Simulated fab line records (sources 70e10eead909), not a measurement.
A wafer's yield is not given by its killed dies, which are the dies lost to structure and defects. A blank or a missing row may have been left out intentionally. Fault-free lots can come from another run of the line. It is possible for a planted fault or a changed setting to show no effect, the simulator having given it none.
Which tool was responsible? ; flow nand-harc ; 42 wafers from 14 lots sampled at 4 of the route's 1302 steps

## WHAT EACH GAUGE READ, for each wafer
NHARC_P_ZERO_WELL_CD_MEAS_24: the cd target is 720 nm. Usual: 719.9 nm for cd-nm, sd 1.3.
lot;measured;on;cd-nm (nm);flag
L810;day 1 22:29;cd-sem-01;721.4 719.9 719.1;
L811;day 2 08:38;cd-sem-03;720.5 719.3 718.9;
L815;day 4 00:39;cd-sem-01;721.9 722.5 721.0;
L816;day 4 10:38;cd-sem-02;720.9 721.7 721.7;
L822;day 6 22:47;cd-sem-03;717.9 718.4 718.4;
L823;day 7 08:28;cd-sem-01;719.3 720.3 718.7;
L824;day 7 18:28;cd-sem-03;719.2 717.1 718.1;
L825;day 8 04:59;cd-sem-03;719.1 718.3 718.7;
L826;day 8 14:33;cd-sem-01;722.2 721.0 720.3;
L828;day 9 10:34;cd-sem-02;723.2 722.0 722.2;
L830;day 10 06:22;cd-sem-03;719.7 719.3 719.0;
L831;day 10 16:34;cd-sem-03;720.0 719.3 720.6;
L832;day 11 02:35;cd-sem-02;718.7 718.7 721.0;
L833;day 11 12:53;cd-sem-03;720.3 720.8 720.4;

NHARC_P_GATE_CD_MEAS_11: the cd target is 1640 nm. Usual: 1640.2 nm for cd-nm, sd 1.4.
lot;measured;on;cd-nm (nm);flag
L810;day 4 06:07;cd-sem-02;1641.1 1642.3 1643.0;
L811;day 4 18:55;cd-sem-01;1641.1 1641.7 1642.2;
L822;day 9 17:13;cd-sem-02;1640.6 1640.4 1640.1;
L823;day 10 11:38;cd-sem-01;1641.3 1641.8 1641.8;
L824;day 10 11:48;cd-sem-03;1643.4 1642.5 1640.4;
L825;day 10 11:36;cd-sem-03;1638.2 1639.2 1638.8;
L826;day 10 21:13;cd-sem-01;1638.9 1640.3 1640.0;
L828;day 11 18:25;cd-sem-02;1642.4 1641.9 1642.1;
L830;day 12 16:36;cd-sem-01;1640.7 1640.1 1639.9;
L831;day 13 01:49;cd-sem-03;1641.4 1641.5 1641.2;
L832;day 13 20:58;cd-sem-01;1639.1 1639.7 1638.3;
L833;day 13 21:07;cd-sem-03;1640.2 1641.0 1639.9;

## EACH LOT AND THE TOOL THAT RAN IT (in order: tool; ch and the chambers of the sampled wafers; start)
lot;NHARC_P_ZERO_WELL_RTA_42;NHARC_P_STI_DEVELOP_08
L810;rtp-anneal-02 ch 0, day 2 03:00;litho-track-07 ch 0, day 2 21:00
L811;rtp-anneal-01 ch 0, day 2 13:22;litho-track-07 ch 0, day 3 08:00
L815;rtp-anneal-02 ch 0, day 4 04:58;litho-track-02, day 4 22:00
L816;rtp-anneal-02 ch 0, day 4 14:55;litho-track-02, day 5 06:00
L822;rtp-anneal-01 ch 0, day 7 03:27;litho-track-03 ch 0, day 8 00:00
L823;rtp-anneal-02 ch 0, day 7 12:37;litho-track-02 ch 0, day 8 08:00
L824;rtp-anneal-02 ch 0, day 7 23:01;litho-track-02 ch 0, day 8 17:00
L825;rtp-anneal-02 ch 0, day 8 09:25;litho-track-07 ch 0, day 9 00:00
L826;rtp-anneal-01 ch 0, day 8 18:54;litho-track-03 ch 0, day 9 09:00
L828;rtp-anneal-02 ch 0, day 9 14:59;litho-track-07 ch 0, day 10 06:00
L830;rtp-anneal-01 ch 0, day 10 10:34;litho-track-03 ch 0, day 11 03:00
L831;rtp-anneal-01 ch 0, day 10 21:17;litho-track-02 ch 0, day 11 13:00
L832;rtp-anneal-02 ch 0, day 11 07:16;litho-track-03 ch 0, day 12 01:00
L833;rtp-anneal-01 ch 0, day 11 17:11;litho-track-07 ch 0, day 12 11:00
- NHARC_P_ZERO_WELL_RTA_42: time 300 s.
- NHARC_P_STI_DEVELOP_08: time 50 s.

## WHAT THE TOOLS THEMSELVES READ (means of the sampled wafers that have a number; where no wafer has one, the mark that the record gives instead)
NHARC_P_ZERO_WELL_RTA_42. Usual: lamp-power-pct 32.7 %, standard deviation 2.9; wafer_temp_C_max 1104.1, standard deviation 1.2.
lot;tool;lamp-power-pct (%);wafer_temp_C_max;flag
L810;rtp-anneal-02;30.0;1104.4;
L811;rtp-anneal-01;35.8;1103.4;
L815;rtp-anneal-02;30.0;1105.1;
L816;rtp-anneal-02;30.0;1104.6;
L822;rtp-anneal-01;35.8;1102.9;
L823;rtp-anneal-02;30.0;1105.4;
L824;rtp-anneal-02;30.0;1104.6;
L825;rtp-anneal-02;30.0;1105.4;
L826;rtp-anneal-01;35.8;1102.8;
L828;rtp-anneal-02;30.0;1104.8;
L830;rtp-anneal-01;35.9;1102.7;
L831;rtp-anneal-01;35.9;1103.0;
L832;rtp-anneal-02;30.0;1106.3;
L833;rtp-anneal-01;35.9;1103.7;

NHARC_P_STI_DEVELOP_08. Usual: chill-plate-temp-C 22.98 C, standard deviation 0.11; developer-temp-C 22.00 C, standard deviation 0.11; exhaust-pa 45.2 Pa, standard deviation 0.89.
lot;tool;chill-plate-temp-C (C);developer-temp-C (C);exhaust-pa (Pa);flag
L810;litho-track-07;22.96;21.96;45.5;
L811;litho-track-07;23.01;21.97;45.4;
L815;litho-track-02;-;-;-;OFF
L816;litho-track-02;-;-;-;OFF
L822;litho-track-03;22.92;22.04;45.5;
L823;litho-track-02;22.91;21.96;44.1;
L824;litho-track-02;22.86;21.98;45.6;
L825;litho-track-07;23.12;22.02;45.3;
L826;litho-track-03;22.99;21.89;43.9;
L828;litho-track-07;22.88;22.08;45.6;
L830;litho-track-03;22.90;22.09;45.7;
L831;litho-track-02;22.97;21.88;43.8;
L832;litho-track-03;23.01;22.15;45.8;
L833;litho-track-07;22.90;21.91;45.7;

## THE ANSWER, worked out from the rows above alone
Rule: a lot counts as off when the mean over its wafers that have a number is more than 3 standard deviations away from the usual mean. Also off: a lot with no number at a reading for which 4 or more lots have one. Any other lot the step has rows for is counted as sound. Order of review: gauges by route order, followed by the tools' own readings, for which a lot's mean as printed above is used. The first step at which some lot is off is used, and at that step the reading that is off furthest; a lot without a number counts as furthest.
Off, at NHARC_P_STI_DEVELOP_08 on chill-plate-temp-C: L815, L816. Without a number there: L815, L816.
If a tool, at that step or one of the process steps before it, ran each lot that is off and ran no sound lot following the first of them, it fits. None of those tried fits.

## WHAT HAD BEEN PUT IN BY THE SIMULATOR
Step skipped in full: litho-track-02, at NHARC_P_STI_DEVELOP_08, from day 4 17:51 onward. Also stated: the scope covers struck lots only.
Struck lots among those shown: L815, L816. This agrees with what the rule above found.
